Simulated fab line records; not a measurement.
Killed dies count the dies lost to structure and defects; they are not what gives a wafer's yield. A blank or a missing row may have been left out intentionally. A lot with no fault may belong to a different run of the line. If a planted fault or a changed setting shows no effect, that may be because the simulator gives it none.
Matching of chambers -- flow n5_finfet -- N5_MOL_CONTACT_COAG_ALD_133 on ald_sin-03 has 4 sister chambers
The step deposits SiO2, target thk 5 nm, pulse time 1 s, co reactant pulse time 1 s. 4 wafers are shown with their chamber, then 8 later ones without.

## WAFERS, EACH WITH ITS CHAMBER
wafer,chamber,heater_power_w (W)
L085.4,0,82
L089.2,3,76
L089.4,2,78
L093.1,1,74

## WAFERS WITH NO CHAMBER GIVEN
wafer,heater_power_w (W)
L093.2,75
L093.3,79
L097.1,73
L097.2,78
L097.3,84
L097.4,74
L097.5,75
L097.6,76

## EACH ONE'S CHAMBER
wafer,from the rows above,in truth
L093.2,can't be placed: 1 or 3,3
L093.3,2,2
L097.1,1,1
L097.2,2,2
L097.3,0,0
L097.4,1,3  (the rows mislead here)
L097.5,can't be placed: 1 or 3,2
L097.6,3,3
Placed correctly: 5 of 8. From these rows, 2 cannot be placed; in 1 the true chamber is one of the candidates. 1 placed wrongly.
How it was worked out, from the rows above alone: a wafer's distance from a chamber is the root of the sum, over the readings, of the square of ((its reading less the chamber's mean) divided by the reading's scatter). The wafer belongs to the nearest chamber; if the next one is less than 2 further off, it can't be placed. A chamber's mean is the mean of its shown wafers. The scatter: root of mean squared gap, hidden wafer to nearest shown wafer, with one shown wafer a chamber.
